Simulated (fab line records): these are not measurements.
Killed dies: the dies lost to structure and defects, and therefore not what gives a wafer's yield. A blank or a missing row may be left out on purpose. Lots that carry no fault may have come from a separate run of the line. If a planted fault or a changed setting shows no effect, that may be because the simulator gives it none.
Matching of chambers    flow nand harc    NHARC_P_M0_PRE_CLEAN_31 on pecvd-02 has 3 sister chambers
The step time 12 s. 16 wafers are shown with their chamber, then 8 later ones without.

== WAFERS WITH THEIR CHAMBER ==
wafer   chamber  heater power outer w (W)  heater power w (W)
L074.2  2        391                       648
L074.4  1        339                       573
L074.5  0        414                       699
L077.2  1        329                       593
L077.4  0        421                       695
L077.6  1        320                       585
L078.2  2        383                       623
L078.3  0        428                       739
L078.6  0        440                       718
L081.1  1        307                       551
L081.5  2        377                       631
L081.6  1        301                       558
L088.3  1        337                       586
L088.4  2        364                       600
L088.6  1        341                       577
L092.1  2        390                       636

SIGNATURES (means of the wafers above)
reading               chamber 0  chamber 1  chamber 2  scatter within a chamber
heater power outer w  425.75     324.86     381.00     13.6
heater power w        712.75     574.71     627.60     17.4
Rule: a wafer lies at a distance from a chamber equal to the root of the sum of squares, over the readings, of (its reading less the chamber's mean, divided by the reading's scatter). The wafer belongs to the nearest chamber; if the next one is less than 2 further off, it can't be placed. The scatter: take each reading less its chamber's mean, square it, sum over the shown wafers, divide by the number of wafers less the number of chambers, and take the root.

== WAFERS WHOSE CHAMBER IS MISSING ==
wafer   heater power outer w (W)  heater power w (W)
L092.2  290                       518
L092.6  378                       631
L097.1  467                       779
L097.3  314                       541
L097.4  378                       608
L097.2  382                       612
L097.5  466                       777
L097.6  301                       534

== WHICH CHAMBER EACH WENT THROUGH ==
wafer   from the rows above  in truth
L092.2  1                    1
L092.6  2                    2
L097.1  0                    0
L097.3  1                    1
L097.4  2                    2
L097.2  2                    2
L097.5  0                    0
L097.6  1                    1
Placed correctly: 8 of 8. From these rows, 0 cannot be placed. Wrongly placed: 0.
